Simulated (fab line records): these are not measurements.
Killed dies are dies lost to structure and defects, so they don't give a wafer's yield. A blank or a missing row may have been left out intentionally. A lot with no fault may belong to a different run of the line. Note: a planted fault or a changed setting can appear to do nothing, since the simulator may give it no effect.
The tool behind it: which one?    flow nand_harc    21 wafers sampled from 7 lots at 1 step of a route of 1302

== WHAT THE GAUGES SHOWED, per wafer ==
NHARC_A_BLC_INSPECT_28.
lot   measured      on                 raw_defect_count
L997  day 22 22:35  defect_inspect-01  390 478 485
L998  day 23 17:43  defect_inspect-01  654 800 616
L103  day 25 06:07  defect_inspect-01  708 604 532
L109  day 27 22:39  defect_inspect-02  661 438 529
L110  day 29 01:13  defect_inspect-01  472 484 586
L117  day 30 20:56  defect_inspect-01  425 540 397
L119  day 32 07:49  defect_inspect-01  689 707 319

== EACH LOT AND THE TOOL THAT RAN IT (in order: tool; ch and the chambers of the sampled wafers; start) ==
Before these readings, the record contains no process step.

== THE ANSWER, worked out from the rows above alone ==
Rule: usual is defined by the lots themselves. Put in order of their means at a reading, lots are off if they are a third of the lots or fewer, leave a main group of 4 or more, and stand apart from it by a gap of 3 or more times the standard deviation of the main group's means; of several such gaps the widest counts. A main group whose means are all the same, to the digits that the tables above print for the reading, isn't used. A lot without any number at a reading at which 4 lots or more have one is off too. Any other lot the step has rows for is counted as sound.
Nothing can be told from this: no lot is off at any reading shown.

== WHAT THE SIMULATOR HAD INSERTED ==
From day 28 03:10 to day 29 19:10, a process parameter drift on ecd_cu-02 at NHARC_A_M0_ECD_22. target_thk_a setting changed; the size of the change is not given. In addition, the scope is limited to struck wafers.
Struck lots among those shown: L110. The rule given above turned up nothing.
